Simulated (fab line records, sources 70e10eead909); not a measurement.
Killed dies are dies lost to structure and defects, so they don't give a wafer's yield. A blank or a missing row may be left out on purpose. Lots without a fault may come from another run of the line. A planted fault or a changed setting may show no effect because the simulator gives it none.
fab line records | flow nand_harc
record lots=12 wafers=36 last_day=25
route steps=1159 shown P_M1@312 P_M2@336 END@1159
lots that met no fault: from a run of the same line without faults
start_h: hours from the record's first day to the start of the lot's first wafer shown | wait_h: hours since the lot's step before | " the same as in the row above | L1.1+2: a row that stands for several wafers | - no value, or no start given | * or withheld: withheld | < > ~ a bound
route shown NAME@n: a module of which the file shows steps, and the number in the route of the first | usual: mean/standard deviation of fault-free wafers | same: alike in all rows | chamber/n: place in a boat | sites: the reading at each site | _std_site: their standard deviation | _edge_site: outer sites' mean less inner sites' | radius_mm: how far each site lies from the wafer's centre | mask NAME#n: copy n | behind: the tool/chamber that last shaped the wafer | hold: why the lot was held/for how many hours/how that ended | device: the transistor (n, p or np) that didn't switch | end of line: the same wafers' tests at the end of the route | a step without rows: its recipe alone | killed: dies lost to structure and defects at the first sort, not the wafer's yield | map: a wafer's dies, x killed, . not, _ none there
set.NAME: the setting as run; set.NAME@STEP: as run at that earlier step | model.NAME: the simulator's own value behind a step, which no gauge read
steps of the route over a sample of lots; a table a step, a row a wafer
services: from which hour (start_h, from the record's first day; less than 0 if before it) a tool's chamber was out of use, for how many hours, and why
## steps
# step NHARC_P_M1_THK_MEAS_24
# recipe thk_meas_gauge=xrf
# usual thk_nm=157.9/1.4
# columns lot.wafer tool chamber start_h wait_h thk_nm
L400.1 film_metro-01 - 134.35 - 156.4
L400.2 " - " " 156.0
L400.5 " - " " 155.8
L402.1 film_metro-02 - 140.18 - 157.2
L402.5 " - " " 157.5
L402.6 " - " " 155.6
L403.1 film_metro-01 - 140.92 - 157.8
L403.3 " - " " 156.5
L403.6 " - " " 156.3
L407.2 film_metro-02 - 163.94 - 158.7
L407.3 " - " " 156.4
L407.4 " - " " 159.5
L408.2 film_metro-01 - 164.26 - 160.4
L408.3 " - " " 157.5
L408.5 " - " " 159.5
L406.1 film_metro-01 - 164.75 - 158.0
L406.5 " - " " 155.7
L406.6 " - " " 159.0
L409.2 film_metro-02 - 175.56 - 156.6
L409.3 " - " " 159.3
L409.5 " - " " 157.7
L410.1 film_metro-01 - 177.05 - 158.2
L410.4 " - " " 159.5
L410.6 " - " " 158.7
L421.1 film_metro-02 - 250.08 - 158.8
L421.2 " - " " 158.6
L421.4 " - " " 162.9
L420.3 film_metro-01 - 250.43 - 156.3
L420.4 " - " " 158.0
L420.5 " - " " 156.8
L422.3 film_metro-02 - 257.65 - 157.3
L422.5 " - " " 156.2
L422.6 " - " " 157.6
L423.1 film_metro-02 - 261.23 - 161.9
L423.5 " - " " 159.3
L423.6 " - " " 159.3
# step NHARC_P_M1_INSPECT_27
# usual raw_defect_count=286/130
# columns lot.wafer tool chamber start_h wait_h raw_defect_count
L400.1 defect_inspect-02 - 134.51 0.0 226
L400.2 " - " " 237
L400.5 " - " " 299
L402.1 defect_inspect-02 - 140.34 0.0 281
L402.5 " - " " 338
L402.6 " - " " 315
L403.1 defect_inspect-01 - 141.07 0.0 173
L403.3 " - " " 186
L403.6 " - " " 331
L407.2 defect_inspect-01 - 164.10 0.0 317
L407.3 " - " " 284
L407.4 " - " " 181
L408.2 defect_inspect-02 - 164.43 0.0 1063
L408.3 " - " " 679
L408.5 " - " " 396
L406.1 defect_inspect-01 - 164.90 0.0 186
L406.5 " - " " 232
L406.6 " - " " 317
L409.2 defect_inspect-02 - 175.72 0.0 142
L409.3 " - " " 156
L409.5 " - " " 219
L410.1 defect_inspect-02 - 177.20 0.0 152
L410.4 " - " " 184
L410.6 " - " " 221
L421.1 defect_inspect-02 - 250.24 0.0 254
L421.2 " - " " 203
L421.4 " - " " 188
L420.3 defect_inspect-01 - 250.61 0.1 303
L420.4 " - " " 243
L420.5 " - " " 273
L422.3 defect_inspect-01 - 257.81 0.0 228
L422.5 " - " " 191
L422.6 " - " " 179
L423.1 defect_inspect-01 - 261.38 0.0 266
L423.5 " - " " 205
L423.6 " - " " 152
# step NHARC_P_M1_PRE_CLEAN_32
# recipe time_s=12 temp_c=370 rf_power_w=300 gas=NH3
# usual heater_power_w=629/74
# columns lot.wafer tool chamber start_h wait_h heater_power_w
L400.2 pecvd-01 2 134.58 0.1 677
L400.1 " 0 " " 614
L400.5 " 2 " " 654
L402.1 pecvd-04 0 140.42 0.1 712
L402.5 " 0 " " 727
L402.6 " 1 " " 657
L403.3 pecvd-02 1 141.18 0.1 605
L403.1 " 0 " " 539
L403.6 " 2 " " 730
L407.2 pecvd-01 1 164.17 0.1 629
L407.3 " 0 " " 553
L407.4 " 1 " " 641
L408.2 pecvd-01 2 164.52 0.1 621
L408.3 " 0 " " 669
L408.5 " 1 " " 637
L406.1 pecvd-01 1 164.98 0.1 650
L406.5 " 0 " " 619
L406.6 " 2 " " 670
L409.3 pecvd-01 2 175.83 0.1 583
L409.2 " 1 " " 581
L409.5 " 2 " " 584
L410.1 pecvd-01 0 177.30 0.1 642
L410.4 " 1 " " 616
L410.6 " 2 " " 678
L421.2 pecvd-02 1 250.86 0.6 648
L421.1 " 2 " " 809
L421.4 " 0 " " 490
L420.3 pecvd-01 2 251.10 0.5 682
L420.4 " 2 " " 680
L420.5 " 0 " " 531
L422.3 pecvd-02 1 257.87 0.1 600
L422.5 " 1 " " 596
L422.6 " 2 " " 666
L423.1 pecvd-01 2 261.47 0.1 675
L423.5 " 1 " " 642
L423.6 " 0 " " 556
# step NHARC_P_M2_ETCH_28
# recipe target_depth_a=300 over_etch_frac=0.3 time_s=72.99 ion_energy_ev=150 cf4_flow_sccm=50 n2_flow_sccm=100 ar_flow_sccm=150 rf_w=300 bias_w=100 chemistry=CF4/N2
# usual cf4_flow_sccm=50.01/0.14 drypump_motor_current_A=5.6/0.56 oes_product_au=1.002/0.011 rf_vpp_V=314.1/2.4 run_length_s=94.0/0.36 showerhead_plenum_p_Torr=2.62/0.13 throttle_valve_pct=19.795/0.0082
# columns lot.wafer tool chamber start_h wait_h cf4_flow_sccm drypump_motor_current_A oes_product_au rf_hours_counter_h rf_vpp_V run_length_s showerhead_plenum_p_Torr throttle_valve_pct
L400.2 rie_diel-03 1 136.72 - 50.19 6.0 1.000 3 316.6 93.8 2.75 19.800
L400.1 " 3 " " 49.98 5.8 0.992 3 313.9 93.5 2.50 19.800
L400.5 " 0 " " 49.97 4.7 1.007 - 311.3 94.0 2.50 19.807
L402.1 rie_diel-03 3 142.51 - 49.92 5.8 1.004 3 312.9 93.6 2.50 19.789
L402.6 " 3 " " 50.17 5.8 0.989 - 312.5 93.9 2.50 19.785
L402.5 " 0 " " 50.09 4.7 1.002 - 312.4 93.9 2.50 19.791
L403.3 rie_diel-04 0 143.34 - 49.98 5.6 0.995 7 314.8 94.6 2.68 19.798
L403.1 " 1 " " 49.78 5.7 1.008 9 314.6 94.1 2.73 19.792
L403.6 " 0 " " 49.86 5.5 1.003 - 314.8 94.1 2.68 19.789
L407.4 rie_diel-03 0 166.29 - 50.14 4.8 1.003 4 311.8 94.0 2.50 19.779
L407.3 " 1 " " 49.78 6.0 0.996 4 317.3 94.1 2.75 19.802
L407.2 " 2 " " 50.01 6.3 1.011 3 316.6 93.9 2.83 19.785
L408.3 rie_diel-02 2 166.75 - 50.17 6.2 0.989 1 312.7 93.4 2.58 19.798
L408.2 " 1 " " 50.01 5.5 1.005 1 316.2 94.1 2.75 19.791
L408.5 " 3 " " 49.90 5.1 1.009 - 314.1 93.3 2.70 19.798
L406.1 rie_diel-03 1 167.10 - 50.14 6.0 1.006 4 317.2 93.8 2.75 19.794
L406.6 " 3 " " 50.08 5.8 0.985 - 313.4 68.7 2.50 19.798
L406.5 " 0 " " 50.22 4.7 1.024 - 310.4 69.2 2.50 19.793
L409.3 rie_diel-03 2 178.04 - 50.16 6.3 0.991 4 318.6 93.9 2.83 19.789
L409.2 " 3 " " 49.63 5.7 0.983 5 311.2 94.1 2.50 19.784
L409.5 " 2 " " 50.24 6.3 0.997 - 316.3 70.0 2.83 19.782
L410.1 rie_diel-03 2 179.40 - 49.84 6.2 1.010 4 317.6 94.2 2.83 19.801
L410.4 " 0 " " 50.04 4.7 1.018 5 311.4 69.4 2.49 19.802
L410.6 " 3 " " 50.06 5.7 0.995 - 311.0 68.9 2.50 19.801
L420.4 rie_diel-04 3 253.24 - 50.08 5.8 1.005 43 314.1 93.5 2.61 19.790
L420.3 " 0 " " 50.29 5.6 0.997 45 315.8 94.4 2.66 19.805
L420.5 " 2 " " 50.10 6.2 0.992 - 314.9 94.7 2.65 19.787
L421.2 rie_diel-03 0 253.37 0.3 50.08 4.7 1.012 2 313.2 94.0 2.49 19.802
L421.1 " 3 " " 50.11 5.8 1.022 2 312.8 94.2 2.49 19.812
L421.4 " 3 " " 50.20 5.7 1.012 - 311.1 93.5 2.50 19.783
L422.3 rie_diel-03 0 260.48 - 49.99 4.7 1.007 2 312.7 94.3 2.49 19.785
L422.5 " 1 " " 50.13 6.0 1.004 - 315.6 94.3 2.75 19.796
L422.6 " 3 " " 50.12 5.8 1.014 - 311.8 93.5 2.50 19.790
L423.1 rie_diel-03 2 263.47 - 50.05 6.2 0.996 1 318.6 94.5 2.83 19.794
L423.6 " 2 " " 50.20 6.3 1.000 - 317.5 94.2 2.83 19.794
L423.5 " 3 " " 49.91 5.8 1.012 - 310.1 93.5 2.49 19.796
# step NHARC_END_SORT_01
# recipe temp_c=25
# usual defect_limited_yield=95.3/1.3 killed_at_array=28/8.6 killed_at_other=0.7/1.2 killed_at_periphery=3.1/2.3 killed_dies=32/8.7 killed_open=3.2/1.7 killed_short=2.0/1.5 sort_bin_2_pct=1.5/0.58 sort_bin_3_pct=0.28/0.22 sort_bin_4_pct=3.0/0.86 sort_n_pass=645/8.7 sort_rim_yield_pct=97.8/1.4 sort_yield_pct=95.3/1.3
# same gross_dies=677 sort_bin_5_pct[%]=0 sort_bin_6_pct[%]=0 sort_bin_7_pct[%]=0 sort_bin_8_pct[%]=0 sort_rim_n_gross=106.00
# columns lot.wafer tool chamber start_h wait_h defect_limited_yield[%] killed_at_array killed_at_other killed_at_periphery killed_dies killed_open killed_short sort_bin_2_pct[%] sort_bin_3_pct[%] sort_bin_4_pct[%] sort_n_pass sort_rim_yield_pct[%] sort_yield_pct[%]
L406.1 prober-02 0 492.92 2.5 96.3 25 0 0 25 1 0 1.2 0.15 2.4 652 98.1 96.3
L406.5 prober-02 0 496.13 3.7 0.6 25 1 647 673 7 1 96.3 0.15 3.0 4 1.9 0.6
L406.6 prober-02 0 496.93 4.0 2.2 32 0 630 662 5 2 95.1 0.30 2.4 15 1.9 2.2
L409.2 prober-01 0 493.72 2.8 96.0 27 0 0 27 2 0 1.6 0.30 2.1 650 98.1 96.0
L409.3 prober-01 0 494.51 3.1 94.7 33 0 3 36 4 2 2.2 0.44 2.7 641 95.3 94.7
L409.5 prober-01 0 496.10 3.7 2.7 26 0 633 659 7 2 94.1 0.30 3.0 18 5.7 2.7
L410.1 prober-01 0 500.71 2.5 94.7 30 2 4 36 7 5 1.6 0.59 3.1 641 96.2 94.7
L410.4 prober-01 0 503.11 3.4 1.3 19 1 648 668 3 2 96.9 0.30 1.5 9 3.8 1.3
L410.6 prober-01 0 504.72 4.0 3.0 25 1 631 657 4 2 93.9 0.30 2.8 20 11.3 3.0
L421.1 prober-01 0 582.42 2.5 96.9 20 1 0 21 2 2 0.3 0 2.8 656 97.2 96.9
L421.2 prober-01 0 583.22 2.8 96.0 25 1 1 27 4 3 1.0 0 3.0 650 97.2 96.0
L421.4 prober-01 0 584.80 3.4 97.0 18 1 1 20 0 2 0.9 0.44 1.6 657 97.2 97.0
# killed by level:class
L406.1 A_SLIT:chamber_film_flake=10 A_STAIRCASE:chamber_film_flake=9 A_CONTACT:chamber_film_flake=3 A_WL_FILL:geometric_particle:open=1 A_ZERO_WELL:chamber_film_flake=1 A_CHANNEL_HOLE_D1:chamber_film_flake=1
L409.2 A_SLIT:chamber_film_flake=10 A_STAIRCASE:chamber_film_flake=5 A_CONTACT:chamber_film_flake=5 A_CHANNEL_HOLE_D1:chamber_film_flake=4 A_CONTACT:geometric_particle:open=1 A_BLC:geometric_particle:open=1 A_CHANNEL_FILL_D1:chamber_film_flake=1
L409.3 A_SLIT:chamber_film_flake=13 A_CHANNEL_HOLE_D1:chamber_film_flake=6 A_STAIRCASE:chamber_film_flake=5 A_CHANNEL_FILL_D1:chamber_film_flake=2 P_M0:geometric_particle:open=1 P_M1:geometric_particle:short=1 A_ONON_D1:geometric_particle:open=1 A_CONTACT:geometric_particle:short=1
L409.5 P_M2:area_etch=631 A_SLIT:chamber_film_flake=8 A_CONTACT:chamber_film_flake=5 A_STAIRCASE:chamber_film_flake=4 A_M0:geometric_particle:open=2 A_CHANNEL_HOLE_D1:chamber_film_flake=2 P_CONTACT:geometric_particle:short=1 P_M0:geometric_particle:open=1
L406.5 P_M2:area_etch=643 A_SLIT:chamber_film_flake=16 A_CONTACT:chamber_film_flake=4 P_CONTACT:geometric_particle:open=3 A_CHANNEL_HOLE_D1:chamber_film_flake=2 P_GATE:geometric_particle:open=1 A_ONON_D1:geometric_particle:open=1 A_CHANNEL_FILL_D1:geometric_particle:short=1
L406.6 P_M2:area_etch=628 A_SLIT:chamber_film_flake=11 A_STAIRCASE:chamber_film_flake=5 A_CONTACT:chamber_film_flake=5 A_CHANNEL_HOLE_D1:chamber_film_flake=3 A_WL_FILL:geometric_particle:open=2 A_CHANNEL_FILL_D1:chamber_film_flake=2 P_CONTACT:geometric_particle:open=1
L410.1 A_CHANNEL_HOLE_D1:chamber_film_flake=13 A_ONON_D1:geometric_particle:open=2 A_BLC:geometric_particle:open=2 P_STI:chamber_film_flake=2 A_ZERO_WELL:chamber_film_flake=2 A_WL_FILL:chamber_film_flake=2 THIN_TSV:chamber_film_flake=2 P_GATE:geometric_particle:open=1
L410.4 P_M2:area_etch=645 A_CHANNEL_HOLE_D1:chamber_film_flake=12 A_STAIRCASE:chamber_film_flake=2 A_WL_FILL:chamber_film_flake=2 P_CONTACT:geometric_particle:short=1 P_CONTACT:geometric_particle:open=1 A_WL_FILL:geometric_particle:short=1 A_CONTACT:geometric_particle:open=1
L410.6 P_M2:area_etch=626 A_CHANNEL_HOLE_D1:chamber_film_flake=15 P_STI:chamber_film_flake=4 A_SLIT:chamber_film_flake=2 A_WL_FILL:chamber_film_flake=2 P_M1:geometric_particle:open=1 A_CHANNEL_HOLE_D1:geometric_particle:open=1 A_CHANNEL_FILL_D1:geometric_particle:short=1
L421.1 A_CHANNEL_HOLE_D1:chamber_film_flake=7 A_STAIRCASE:chamber_film_flake=4 A_CONTACT:chamber_film_flake=2 A_M1:chamber_film_flake=2 A_CHANNEL_FILL_D1:geometric_particle:open=1 A_CONTACT:geometric_particle:short=1 A_BLC:geometric_particle:short=1 A_M0:geometric_particle:open=1
L421.2 A_CHANNEL_HOLE_D1:chamber_film_flake=7 A_STAIRCASE:chamber_film_flake=4 A_CONTACT:chamber_film_flake=4 A_M1:chamber_film_flake=3 A_WL_FILL:geometric_particle:short=2 P_M2:geometric_particle:open=1 A_SOURCE_PLATE:geometric_particle:open=1 A_CHANNEL_FILL_D1:geometric_particle:short=1
L421.4 A_CONTACT:chamber_film_flake=6 A_CHANNEL_HOLE_D1:chamber_film_flake=3 A_STAIRCASE:chamber_film_flake=3 A_CONTACT:geometric_particle:short=2 A_SLIT:chamber_film_flake=2 A_M1:chamber_film_flake=2 P_STI:chamber_film_flake=1 THIN_TSV:chamber_film_flake=1
## services
# columns tool chamber start_h hours kind
rie_diel-04 - 111.92 9.0 pm
pecvd-02 - 113.05 0.7 repair
rie_diel-03 2 120.71 3.7 repair
rie_diel-03 0 120.80 - clean
rie_diel-03 1 120.80 - clean
rie_diel-03 3 120.80 - clean
rie_diel-02 - 140.44 1.9 repair
rie_diel-03 2 144.53 4.2 repair
rie_diel-03 0 145.30 - clean
rie_diel-03 1 145.30 - clean
rie_diel-03 3 145.30 - clean
rie_diel-02 - 150.83 9.0 pm
pecvd-01 0 152.74 3.6 repair
pecvd-02 - 153.07 13.0 pm
rie_diel-03 1 159.13 3.0 repair
rie_diel-03 0 169.80 - clean
rie_diel-03 1 169.80 - clean
rie_diel-04 3 173.13 4.1 repair
rie_diel-04 2 185.68 6.1 repair
pecvd-04 - 195.18 13.0 pm
rie_diel-03 - 215.30 9.0 pm
rie_diel-03 2 235.27 26.1 repair
pecvd-01 - 237.61 13.0 pm
rie_diel-03 0 241.72 1.2 repair
## key
first_sign step=NHARC_P_M2_ETCH_28 reading=run_length_s direction=down sigmas=68 usual=* struck=*
effect step=NHARC_END_SORT_01 reading=killed_at_periphery direction=up sigmas=99+ usual=3.1 struck=637.8
more_kills_born_at NHARC_P_M2_ETCH_28@rie_diel-03=3173
met_at NHARC_P_M2_ETCH_28
struck_lots L406,L409,L410
struck_wafers L406.5,L406.6,L409.5,L410.4,L410.6
later_rows_left_out L406.5,L406.6,L409.5,L410.4,L410.6
not_acting_at NHARC_P_M1_THK_MEAS_24,NHARC_P_M1_INSPECT_27,NHARC_P_M1_PRE_CLEAN_32
onset_between 166.29 167.10
fault kind=process_parameter_drift tool=rie_diel-03 chamber=- onset_h=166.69 steps=NHARC_P_M2_ETCH_28 channel=time_s offset=* shape=step end_h=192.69 scope=struck_wafers_only acts_in=* stated=*
# later_rows_left_out: the simulator's readings of these wafers behind a module that went badly wrong aren't trusted and aren't shown, but for the sort
